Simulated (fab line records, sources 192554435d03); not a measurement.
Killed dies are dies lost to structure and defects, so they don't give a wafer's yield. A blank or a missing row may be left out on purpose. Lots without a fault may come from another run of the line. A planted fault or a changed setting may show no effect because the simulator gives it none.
Which tool did it? | flow n5_finfet | 12 lots, 36 wafers sampled, at 1 step of a route of 1938

WHAT THE GAUGES READ, wafer by wafer
N5_BEOL_M9_THK_MEAS_53: measures by xrf.
lot  | measured     | on            | M9_THK (nm)
L075 | day 10 01:17 | film_metro-02 | 139 143 137
L078 | day 10 12:43 | film_metro-02 | 141 140 138
L080 | day 11 02:37 | film_metro-01 | 141 136 139
L082 | day 11 19:10 | film_metro-01 | 137 134 139
L084 | day 12 23:55 | film_metro-02 | 134 136 135
L085 | day 13 04:59 | film_metro-01 | 135 132 136
L089 | day 13 17:12 | film_metro-02 | 138 132 139
L090 | day 13 22:19 | film_metro-01 | 136 140 138
L092 | day 14 14:07 | film_metro-02 | 142 141 142
L094 | day 15 19:17 | film_metro-02 | 127 141 136
L095 | day 16 00:33 | film_metro-02 | 136 138 138
L096 | day 17 10:28 | film_metro-01 | 135 132 135

WHICH TOOL RAN EACH LOT (tool, then ch and the chambers of the sampled wafers, then the start)
The record holds no process step before these readings.

THE ANSWER, worked out from the rows above alone
Rule: what is usual is taken from the lots themselves. Put in order of their means at a reading, lots are off if they are a third of the lots or fewer, leave a main group of 4 or more, and stand apart from it by a gap of 3 or more times the standard deviation of the main group's means; of several such gaps the widest counts. A main group whose means are all the same, to the digits that the tables above print for the reading, isn't used. A lot without any number at a reading at which 4 lots or more have one is off too. The other lots that the step has rows for count as sound.
No lot is off at any reading shown: from this, nothing can be told.

WHAT THE SIMULATOR HAD PUT IN
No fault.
